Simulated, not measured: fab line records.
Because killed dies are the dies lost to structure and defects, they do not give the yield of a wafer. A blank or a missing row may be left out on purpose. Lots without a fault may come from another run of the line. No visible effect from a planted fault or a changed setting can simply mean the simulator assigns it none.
Which of the tools did it? | flow nand harc | Sampling: 6 lots, 18 wafers, 5 of 1159 route steps

WHAT THE GAUGES READ, wafer by wafer
NHARC_END_SORT_01.
lot  | measured     | on        | killed at array
L244 | day 22 01:23 | prober-02 | 670 23 23
L247 | day 22 13:04 | prober-01 | 671 30 26

TOOL THAT RAN EACH LOT (tool first, then ch and the chambers of the sampled wafers, then the start)
lot  | NHARC_A_STAIRCASE_HM_OPEN_460                 | NHARC_A_STAIRCASE_ALD_415        | NHARC_A_STAIRCASE_STRIP_476        | NHARC_A_STAIRCASE_DEP_417
L231 | rie diel-04 ch 1,3, day 11 22:01 or earlier   | ald hk-02 ch 0,1, day 11 22:01   | rie diel-04 ch 0,2,3, day 12 00:11 | pecvd-04 ch 0,2, day 12 00:22
L234 | rie diel-04 ch 0,2,3, day 12 16:27 or earlier | ald hk-04 ch 2,3, day 12 16:27   | rie diel-09 ch 0,1,3, day 12 18:38 | pecvd-04 ch 0,1, day 12 18:43
L236 | rie diel-09 ch 0,2,3, day 13 03:43 or earlier | ald hk-04 ch 0,1, day 13 03:43   | rie diel-09 ch 0,2,3, day 13 06:22 | pecvd-01 ch 0,1,2, day 13 06:36
L242 | rie diel-11 ch 1,2,3, day 14 15:47 or earlier | ald hk-02 ch 1,2, day 14 15:47   | rie diel-09 ch 0,3, day 14 17:50   | pecvd-04 ch 0,1,2, day 14 17:58
L244 | rie diel-04 ch 1,2, day 14 19:07 or earlier   | ald hk-02 ch 0,2,3, day 14 19:07 | rie diel-11 ch 0,2,3, day 14 20:50 | pecvd-03 ch 0,1,2, day 14 20:59
L247 | rie diel-09 ch 1,2,3, day 15 19:52 or earlier | ald hk-02 ch 0,1,2, day 15 19:52 | rie diel-04 ch 0,2,3, day 15 21:22 | pecvd-01 ch 0,1, day 15 21:30
- NHARC_A_STAIRCASE_HM_OPEN_460: chemistry O2/COS.
- NHARC_A_STAIRCASE_ALD_415: deposits SiO2, target thk 30 nm, pulse time 6 s, ald cycles 300.
- NHARC_A_STAIRCASE_STRIP_476: strips in O2, time 20 s.
- NHARC_A_STAIRCASE_DEP_417: deposits Si3N4, target thk 60 nm.

THE ANSWER, worked out from the rows above alone
Rule: the lots themselves supply what counts as usual. Put in order of their means at a reading, lots are off if they are a third of the lots or fewer, leave a main group of 4 or more, and stand apart from it by a gap of 3 or more times the standard deviation of the main group's means; of several such gaps the widest counts. The tables above print the reading to a certain number of digits; a main group whose means all agree to those digits is not used. Also off: a lot with no number at a reading for which 4 or more lots have one. Any other lot the step has rows for is counted as sound.
Across all readings shown, no lot is off: no conclusion can be drawn from this.

WHAT THE SIMULATOR HAD INSERTED
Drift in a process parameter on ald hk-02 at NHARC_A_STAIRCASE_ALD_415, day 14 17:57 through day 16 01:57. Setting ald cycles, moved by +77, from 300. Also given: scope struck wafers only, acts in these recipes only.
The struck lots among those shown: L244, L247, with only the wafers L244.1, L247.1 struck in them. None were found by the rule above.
